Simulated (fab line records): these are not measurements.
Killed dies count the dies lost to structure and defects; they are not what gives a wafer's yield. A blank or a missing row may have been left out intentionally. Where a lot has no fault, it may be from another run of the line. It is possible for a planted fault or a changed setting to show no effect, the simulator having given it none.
Matching of chambers + flow n5 finfet + N5_PASSIVATION_PASS_ETCH_47 on rie diel-02 has 4 sister chambers
The step etches SiNx in CF4/O2, target depth 770 nm, time 385 s. 4 wafers are shown with their chamber, then 6 later ones without.

WAFERS PAIRED WITH THEIR CHAMBERS
| wafer  | chamber | drypump motor current A (A) |
|--------|---------|-----------------------------|
| L340.2 | 3       | 5.3                         |
| L346.6 | 2       | 5.7                         |
| L349.1 | 1       | 6.2                         |
| L349.4 | 0       | 6.5                         |

WAFERS MISSING THEIR CHAMBER
| wafer  | drypump motor current A (A) |
|--------|-----------------------------|
| L349.5 | 6.2                         |
| L350.2 | 5.7                         |
| L350.3 | 6.5                         |
| L350.4 | 5.2                         |
| L360.1 | 6.1                         |
| L360.3 | 5.7                         |

CHAMBER TAKEN BY EACH
| wafer  | from the rows above | in truth |
|--------|---------------------|----------|
| L349.5 | 1                   | 1        |
| L350.2 | 2                   | 2        |
| L350.3 | 0                   | 0        |
| L350.4 | 3                   | 3        |
| L360.1 | 1                   | 1        |
| L360.3 | 2                   | 2        |
Placed correctly: 6 of 6. Can't be placed from these rows: 0. 0 placed wrongly.
How it was worked out, from the rows above alone: a wafer's distance from a chamber is the root of the sum, over the readings, of the square of ((its reading less the chamber's mean) divided by the reading's scatter). If the next closest chamber is less than 2 further off than the closest, the wafer can't be placed; otherwise it belongs to the closest. For every chamber, the mean is computed from those of its wafers that are shown. The scatter (one wafer shown for each chamber): square how far every hidden wafer sits from the nearest shown wafer, average those squares and take the square root.
